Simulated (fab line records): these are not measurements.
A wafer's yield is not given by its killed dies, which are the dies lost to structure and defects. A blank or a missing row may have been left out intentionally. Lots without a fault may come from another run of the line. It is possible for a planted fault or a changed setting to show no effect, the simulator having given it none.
fab line records -- flow nand-harc
record: lots: 6, wafers: 18, last-day: 33
route steps=1302 shown A_STAIRCASE@705 END@1302
lots with no fault: from the same line, run without faults
start-h: hours from the record's first day to the start of the lot's first wafer shown -- wait-h: hours since the lot's step before -- " same as the row above -- L1.1+2: a single row standing in for several wafers -- - value missing, or start not given -- * or withheld: withheld -- < > ~ a bound
route shown NAME@n: a module of which the file shows steps, and the number in the route of the first -- usual: mean/standard deviation taken from wafers without a fault -- same: alike in all rows -- chamber/n: place in a boat -- sites: each site's reading -- _std_site: standard deviation of those values -- _edge_site: inner sites' mean taken away from outer sites' mean -- radius-mm: for every site, how far away it sits from the centre of the wafer -- mask NAME#n: copy n -- behind: the most recent tool/chamber to have shaped the wafer -- hold: cause of the lot's hold/its duration in hours/its outcome -- device: the transistor (n, p or np) that didn't switch -- end of line: tests of these same wafers at the route's end -- a step with no rows: only its recipe -- killed: the dies lost at the first sort to structure and to defects; this is not the yield of the wafer -- map: a wafer's dies, marking killed ones x, the rest . and places with no die _
set.NAME: the setting the step ran with; set.NAME@STEP: the setting that earlier step ran with -- model.NAME: the simulator's own value behind a step, which no gauge read
lots seen at some steps along the route; tables by step, rows by wafer
services: the hour from which a tool's chamber was out of use, counted from the record's first day as start-h (under 0 if before that day), plus the number of hours and why
== steps ==
step: NHARC_A_STAIRCASE_TRIM_191
recipe: time-s: 211.2, o2-flow-sccm: 500, ar-flow-sccm: 0, bias-w: 0, chemistry: O2
step: NHARC_A_STAIRCASE_ETCH_192
recipe: target-depth-a: 1000, time-s: 40.5, ion-energy-ev: 400, c4f8-flow-sccm: 20, o2-flow-sccm: 10, ar-flow-sccm: withheld, rf-w: 600, bias-w: 1000, chemistry: C4F8/O2
step: NHARC_A_STAIRCASE_TRIM_193
recipe: time-s: 211.2, o2-flow-sccm: 500, ar-flow-sccm: 0, bias-w: 0, chemistry: O2
usual: chamber-pressure-mTorr: 59.99/0.049, drypump-motor-current-A: 5.7/0.46, oes-product-au: 0.996/0.01, rf-vpp-V: 57.8/0.83, showerhead-plenum-p-Torr: 3.55/0.11, throttle-valve-pct: 17.036/0.0086
same: bias-w: 0, time-s: 211.2
lot.wafer,tool,chamber,start-h,wait-h,chamber-pressure-mTorr,drypump-motor-current-A,oes-product-au,rf-hours-counter-h,rf-vpp-V,showerhead-plenum-p-Torr,throttle-valve-pct
L231.2,rie-diel-08,3,-,-,59.97,5.5,0.984,7,56.0,3.33,17.044
L231.3,rie-diel-08,3,-,-,59.96,5.5,0.973,-,56.9,3.33,17.015
L231.6,rie-diel-08,3,-,-,59.97,5.5,0.974,-,57.9,3.33,17.038
L233.4,rie-diel-07,2,-,-,60.00,5.3,0.990,34,58.7,3.65,17.035
L233.3,rie-diel-07,3,-,-,60.02,5.3,0.983,32,57.2,3.48,17.042
L233.2,rie-diel-07,0,-,-,60.04,6.2,0.995,29,59.1,3.73,17.036
L238.1,rie-diel-07,3,-,-,59.99,5.3,0.982,45,57.6,3.47,17.020
L238.4,rie-diel-07,0,-,-,60.01,6.2,0.983,42,58.1,3.72,17.057
L238.2,rie-diel-07,2,-,-,59.95,5.3,0.986,49,57.7,3.64,17.030
L240.1,rie-diel-06,1,-,-,59.99,5.7,1.009,65,57.3,3.48,17.030
L240.2,rie-diel-06,2,-,-,59.88,6.7,0.990,49,58.0,3.44,17.025
L240.6,rie-diel-06,3,-,-,60.02,5.9,0.998,-,58.3,3.48,17.029
L245.2,rie-diel-07,1,-,-,59.88,5.1,1.005,20,58.2,3.59,17.033
L245.4,rie-diel-07,3,-,-,59.93,5.2,0.995,17,57.8,3.46,17.034
L245.5,rie-diel-07,1,-,-,59.98,5.0,0.996,-,58.6,3.59,17.041
L250.1,rie-diel-06,1,-,-,59.97,5.7,1.008,34,58.0,3.46,17.030
L250.2,rie-diel-06,2,-,-,60.03,6.7,0.998,37,57.8,3.42,17.048
L250.6,rie-diel-06,0,-,-,60.00,5.5,0.988,-,59.8,3.69,17.049
step: NHARC_A_STAIRCASE_ETCH_194
recipe: target-depth-a: 1000, time-s: 40.5, ion-energy-ev: 400, c4f8-flow-sccm: 20, o2-flow-sccm: 10, ar-flow-sccm: withheld, rf-w: 600, bias-w: 1000, chemistry: C4F8/O2
usual: bias-w: 1000.2/2.7, chamber-pressure-mTorr: 24.998/0.022, oes-product-au: 0.938/0.012, rf-vpp-V: 896/4.2, run-length-s: 61.8/0.54
same: time-s: 40.5
lot.wafer,tool,chamber,start-h,wait-h,bias-w,chamber-pressure-mTorr,oes-product-au,rf-hours-counter-h,rf-vpp-V,run-length-s
L231.2,rie-diel-08,3,-,-,1001.8,24.964,0.918,7,890,61.0
L231.3,rie-diel-08,1,-,-,1001.5,24.975,0.945,-,896,62.1
L231.6,rie-diel-08,3,-,-,1002.3,25.009,0.907,-,889,60.9
L233.4,rie-diel-07,0,-,-,996.9,24.997,0.955,29,902,62.5
L233.3,rie-diel-07,2,-,-,1000.2,24.993,0.928,34,901,62.5
L233.2,rie-diel-07,3,-,-,1002.6,24.994,0.937,32,893,61.6
L238.2,rie-diel-07,3,-,-,1000.7,24.981,0.928,45,892,61.6
L238.4,rie-diel-07,0,-,-,995.1,24.989,0.916,43,902,62.3
L238.1,rie-diel-07,2,-,-,999.0,25.006,0.936,49,901,63.0
L240.1,rie-diel-06,2,-,-,1001.7,24.999,0.921,49,892,62.0
L240.2,rie-diel-06,3,-,-,1005.6,24.948,0.926,63,896,61.7
L240.6,rie-diel-06,2,-,-,998.4,24.963,0.936,-,893,61.9
L245.2,rie-diel-07,2,-,-,995.6,24.975,0.951,18,900,62.8
L245.4,rie-diel-07,0,-,-,1001.4,24.968,0.931,19,903,62.7
L245.5,rie-diel-07,3,-,-,998.4,24.984,0.945,-,893,62.0
L250.2,rie-diel-06,3,-,-,998.4,25.010,0.953,29,894,61.3
L250.1,rie-diel-06,0,-,-,999.8,24.967,0.939,28,903,61.2
L250.6,rie-diel-06,2,-,-,997.8,24.998,0.948,-,892,62.0
step: NHARC_A_STAIRCASE_TRIM_196
recipe: time-s: 211.2, o2-flow-sccm: 500, ar-flow-sccm: 0, bias-w: 0, chemistry: O2
step: NHARC_A_STAIRCASE_ETCH_197
recipe: target-depth-a: 1000, time-s: 40.5, ion-energy-ev: 400, c4f8-flow-sccm: 20, o2-flow-sccm: 10, ar-flow-sccm: withheld, rf-w: 600, bias-w: 1000, chemistry: C4F8/O2
usual: bias-w: 999.7/2.6, chamber-pressure-mTorr: 25.000/0.022, oes-product-au: 0.949/0.019, rf-vpp-V: 897/4.5, run-length-s: 62.0/0.54
same: time-s: 40.5
lot.wafer,tool,chamber,start-h,wait-h,bias-w,chamber-pressure-mTorr,oes-product-au,rf-hours-counter-h,rf-vpp-V,run-length-s
L231.3,rie-diel-06,0,-,-,1001.8,24.986,0.951,30,902,61.3
L231.2,rie-diel-06,3,-,-,993.7,24.985,0.953,30,895,61.3
L231.6,rie-diel-06,1,-,-,995.9,24.982,0.956,-,896,61.7
L233.4,rie-diel-07,0,-,-,1000.3,25.023,0.938,29,903,62.9
L233.2,rie-diel-07,1,-,-,998.4,24.979,0.952,32,900,62.7
L233.3,rie-diel-07,2,-,-,1003.5,25.024,0.941,34,898,62.8
L238.1,rie-diel-07,1,-,-,998.2,25.001,0.925,44,899,62.5
L238.2,rie-diel-07,2,-,-,996.8,24.993,0.916,49,901,62.9
L238.4,rie-diel-07,3,-,-,1003.4,25.041,0.927,46,893,61.8
L240.1,rie-diel-07,3,-,-,1002.6,25.000,0.984,0,894,62.1
L240.2,rie-diel-07,1,-,-,999.2,25.022,0.961,0,898,62.3
L240.6,rie-diel-07,0,-,-,1004.6,25.005,0.966,-,904,62.4
L245.4,rie-diel-07,1,-,-,998.9,25.002,0.928,20,898,62.1
L245.2,rie-diel-07,2,-,-,1003.5,24.978,0.946,18,899,62.4
L245.5,rie-diel-07,3,-,-,1003.0,25.021,0.958,-,893,61.9
L250.1,rie-diel-08,3,-,-,998.8,25.053,0.968,9,887,60.9
L250.2,rie-diel-08,0,-,-,1000.3,24.964,1.010,7,895,61.6
L250.6,rie-diel-08,3,-,-,999.8,25.031,0.973,-,887,61.1
step: NHARC_A_STAIRCASE_TRIM_198
recipe: time-s: 211.2, o2-flow-sccm: 500, ar-flow-sccm: 0, bias-w: 0, chemistry: O2
step: NHARC_A_STAIRCASE_ETCH_199
recipe: target-depth-a: 1000, time-s: 40.5, ion-energy-ev: 400, c4f8-flow-sccm: 20, o2-flow-sccm: 10, ar-flow-sccm: withheld, rf-w: 600, bias-w: 1000, chemistry: C4F8/O2
usual: bias-w: 1000.0/3, chamber-pressure-mTorr: 24.998/0.023, oes-product-au: 0.942/0.015, rf-vpp-V: 897/4.2, run-length-s: 62.0/0.52
same: time-s: 40.5
lot.wafer,tool,chamber,start-h,wait-h,bias-w,chamber-pressure-mTorr,oes-product-au,rf-hours-counter-h,rf-vpp-V,run-length-s
L231.3,rie-diel-06,2,-,-,1000.4,25.016,0.909,31,895,61.9
L231.2,rie-diel-06,3,-,-,1001.7,25.000,0.935,34,896,61.4
L231.6,rie-diel-06,3,-,-,999.8,25.014,0.932,-,896,61.6
L233.4,rie-diel-07,3,-,-,998.5,25.023,0.938,32,895,61.9
L233.3,rie-diel-07,1,-,-,1000.9,25.037,0.957,32,899,62.0
L233.2,rie-diel-07,2,-,-,1001.6,24.970,0.943,34,899,62.7
L238.2,rie-diel-07,3,-,-,995.8,24.968,0.922,46,895,62.4
L238.4,rie-diel-07,1,-,-,996.9,24.990,0.928,44,898,61.9
L238.1,rie-diel-07,2,-,-,996.0,25.014,0.929,49,901,62.6
L240.2,rie-diel-07,1,-,-,1003.5,25.024,0.938,0,898,61.9
L240.1,rie-diel-07,2,-,-,1000.2,24.988,0.941,0,901,62.6
L240.6,rie-diel-07,1,-,-,1001.9,24.997,0.938,-,899,61.9
L245.4,rie-diel-07,0,-,-,1002.7,25.016,0.945,19,901,62.5
L245.2,rie-diel-07,1,-,-,1000.4,25.002,0.933,20,899,62.0
L245.5,rie-diel-07,3,-,-,1003.8,24.994,0.948,-,893,62.4
L250.2,rie-diel-08,2,-,-,997.3,24.944,0.945,9,893,61.8
L250.1,rie-diel-08,0,-,-,1003.8,25.013,0.975,8,896,61.4
L250.6,rie-diel-08,2,-,-,998.2,24.974,0.950,-,894,61.9
step: NHARC_A_STAIRCASE_TRIM_200
recipe: time-s: 211.2, o2-flow-sccm: 500, ar-flow-sccm: 0, bias-w: 0, chemistry: O2
usual: chamber-pressure-mTorr: 60.00/0.057, drypump-motor-current-A: 5.6/0.41, oes-product-au: 0.995/0.01, rf-vpp-V: 57.9/0.8, showerhead-plenum-p-Torr: 3.56/0.11, throttle-valve-pct: 17.035/0.0088
same: bias-w: 0, time-s: 211.2
lot.wafer,tool,chamber,start-h,wait-h,chamber-pressure-mTorr,drypump-motor-current-A,oes-product-au,rf-hours-counter-h,rf-vpp-V,showerhead-plenum-p-Torr,throttle-valve-pct
L231.3,rie-diel-06,0,-,-,60.01,5.5,0.993,32,56.4,3.72,17.043
L231.2,rie-diel-06,1,-,-,60.04,5.7,1.014,31,58.9,3.50,17.027
L231.6,rie-diel-06,0,-,-,59.93,5.5,1.005,-,58.7,3.72,17.039
L233.2,rie-diel-07,2,-,-,59.98,5.3,0.981,35,56.8,3.65,17.041
L233.4,rie-diel-07,3,-,-,60.00,5.3,0.986,32,56.5,3.48,17.021
L233.3,rie-diel-07,0,-,-,60.00,6.2,0.989,30,58.8,3.73,17.038
L238.4,rie-diel-07,0,-,-,60.13,6.1,0.988,43,57.6,3.72,17.039
L238.1,rie-diel-07,1,-,-,60.01,5.0,0.994,44,58.3,3.61,17.041
L238.2,rie-diel-07,2,-,-,59.96,5.3,0.988,49,58.5,3.64,17.037
L240.1,rie-diel-07,1,-,-,59.88,5.0,1.001,0,57.7,3.60,17.044
L240.2,rie-diel-07,2,-,-,59.96,5.3,0.997,0,58.2,3.64,17.027
L240.6,rie-diel-07,3,-,-,59.99,5.2,0.997,-,57.9,3.47,17.044
L245.2,rie-diel-07,1,-,-,60.05,5.0,0.982,20,58.5,3.59,17.041
L245.4,rie-diel-07,0,-,-,59.94,6.1,0.990,20,58.3,3.71,17.010
L245.5,rie-diel-07,2,-,-,59.96,5.3,1.000,-,56.9,3.63,17.038
L250.1,rie-diel-08,1,-,-,59.98,5.7,1.010,8,56.5,3.56,17.027
L250.2,rie-diel-08,2,-,-,60.05,5.4,0.993,9,57.7,3.47,17.022
L250.6,rie-diel-08,0,-,-,60.03,5.2,1.020,-,56.2,3.50,17.046
step: NHARC_A_STAIRCASE_ETCH_201
recipe: target-depth-a: 1000, time-s: 40.5, ion-energy-ev: 400, c4f8-flow-sccm: 20, o2-flow-sccm: 10, ar-flow-sccm: withheld, rf-w: 600, bias-w: 1000, chemistry: C4F8/O2
step: NHARC_A_STAIRCASE_TRIM_202
recipe: time-s: 211.2, o2-flow-sccm: 500, ar-flow-sccm: 0, bias-w: 0, chemistry: O2
step: NHARC_A_STAIRCASE_ETCH_203
recipe: target-depth-a: 1000, time-s: 40.5, ion-energy-ev: 400, c4f8-flow-sccm: 20, o2-flow-sccm: 10, ar-flow-sccm: withheld, rf-w: 600, bias-w: 1000, chemistry: C4F8/O2
usual: bias-w: 999.9/2.8, chamber-pressure-mTorr: 25.003/0.024, oes-product-au: 0.944/0.015, rf-vpp-V: 897/3.9, run-length-s: 62.0/0.49
lot.wafer,tool,chamber,start-h,wait-h,bias-w,chamber-pressure-mTorr,oes-product-au,rf-hours-counter-h,rf-vpp-V,run-length-s
L231.3,rie-diel-06,2,400.28,-,1001.3,25.042,0.930,31,892,61.8
L231.2,rie-diel-06,3,400.28,-,1002.3,25.000,0.928,34,893,61.3
L231.6,rie-diel-06,2,400.28,-,999.5,24.976,0.935,-,893,61.9
L233.4,rie-diel-07,1,408.75,-,1002.1,24.983,0.946,32,900,61.9
L233.2,rie-diel-07,2,408.75,-,999.8,25.040,0.947,35,899,62.4
L233.3,rie-diel-07,0,408.75,-,1001.4,24.971,0.936,30,903,62.3
L238.1,rie-diel-07,3,462.07,-,-,24.999,0.943,46,893,55.7
L238.2,rie-diel-07,0,462.07,-,-,24.954,0.929,43,905,55.8
L238.4,rie-diel-07,2,462.07,-,-,25.037,0.938,49,899,55.8
L240.2,rie-diel-07,3,481.33,-,-,24.965,0.929,0,894,55.2
L240.1,rie-diel-07,1,481.33,-,-,24.977,0.935,0,899,55.4
L240.6,rie-diel-07,0,481.33,-,-,25.026,0.936,-,900,55.7
L245.4,rie-diel-07,1,540.93,-,999.1,24.969,0.946,21,899,62.1
L245.2,rie-diel-07,2,540.93,-,1000.4,25.034,0.948,19,900,62.8
L245.5,rie-diel-07,2,540.93,-,997.7,24.976,0.935,-,899,62.8
L250.2,rie-diel-08,1,588.32,-,1000.6,25.014,0.952,8,897,61.8
L250.1,rie-diel-08,3,588.32,-,1001.9,25.005,0.932,9,889,61.1
L250.6,rie-diel-08,2,588.32,-,999.7,25.012,0.957,-,893,62.0
step: NHARC_END_SORT_01
recipe: temp-c: 25
usual: killed-at-array: 58/20, killed-at-other: 1.0/1.2, killed-at-periphery: 4.1/3, killed-dies: 63/20, killed-open: 3.2/1.7, killed-short: 2.5/1.5
same: gross-dies: 677
lot.wafer,tool,chamber,start-h,wait-h,killed-at-array,killed-at-other,killed-at-periphery,killed-dies,killed-open,killed-short
L240.1,prober-02,0,687.53,2.5,27,1,7,35,5,1
L240.2,prober-02,0,688.34,2.8,20,0,5,25,4,2
L240.6,prober-02,0,691.57,4.0,25,3,13,41,2,4
killed by level:class
L240.1 A_STAIRCASE:chamber-film-flake=11 A_CHANNEL_HOLE_D1:chamber-film-flake=7 P_GATE:chamber-film-flake=3 P_CONTACT:geometric-particle:open=2 A_SLIT:chamber-film-flake=2 P_M1:geometric-particle:open=1 A_DECK1_JOINT:geometric-particle:open=1 A_ONON_D2:geometric-particle:open=1
L240.2 A_STAIRCASE:chamber-film-flake=5 A_CHANNEL_HOLE_D1:chamber-film-flake=4 P_GATE:chamber-film-flake=3 A_SLIT:chamber-film-flake=3 P_CONTACT:chamber-film-flake=2 A_CHANNEL_FILL_D1:chamber-film-flake=2 A_ONON_D1:geometric-particle:short=1 A_CHANNEL_HOLE_D1:geometric-particle:open=1
L240.6 A_STAIRCASE:chamber-film-flake=7 A_CHANNEL_HOLE_D1:chamber-film-flake=6 P_GATE:chamber-film-flake=4 P_CONTACT:chamber-film-flake=4 P_BONDPAD:chamber-film-flake=3 A_CHANNEL_FILL_D1:chamber-film-flake=3 THIN_TSV:chamber-film-flake=3 A_ZERO_WELL:chamber-film-flake=2
== services ==
tool,chamber,start-h,hours,kind
rie-diel-07,0,376.86,-,clean
rie-diel-07,1,376.86,-,clean
rie-diel-07,2,376.86,-,clean
rie-diel-07,3,376.86,-,clean
rie-diel-08,2,393.50,11.2,repair
rie-diel-08,0,393.82,3.0,repair
rie-diel-07,0,401.36,-,clean
rie-diel-07,1,401.36,-,clean
rie-diel-07,2,401.36,-,clean
rie-diel-07,3,401.36,-,clean
rie-diel-08,1,416.73,3.3,repair
rie-diel-07,0,425.86,-,clean
rie-diel-07,1,425.86,-,clean
rie-diel-07,2,425.86,-,clean
rie-diel-07,3,425.86,-,clean
rie-diel-07,1,442.29,7.0,repair
rie-diel-07,0,450.61,-,clean
rie-diel-07,-,471.29,9.0,pm
rie-diel-06,-,484.74,9.0,pm
rie-diel-08,1,507.94,34.1,repair
rie-diel-08,-,510.07,0.4,repair
rie-diel-08,-,548.92,9.0,pm
rie-diel-06,-,552.38,2.1,repair
rie-diel-06,3,573.18,5.0,repair
== key ==
first-sign: step: NHARC_A_STAIRCASE_ETCH_203, reading: run-length-s, direction: down, sigmas: 13, usual: *, struck: *
effect none on later readings
met-at NHARC_A_STAIRCASE_ETCH_203
struck-wafers L238.1,L238.2,L238.4,L240.1,L240.2,L240.6
tester-left-out L238,L240
onset-between 408.75 462.07
fault: kind: process-parameter-drift, tool: rie-diel-07, chamber: -, onset-h: 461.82, steps: NHARC_A_STAIRCASE_ETCH_203, channel: time-s, offset: *, shape: step, end-h: 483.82, acts-in: *, stated: *
tester-left-out: of these lots the tester's yield and bins aren't shown, on N5 and GAA mostly nor the transistor test; their killed dies are dies lost to structure and defects alone, not to doping, threshold or leakage, so they don't give the yield
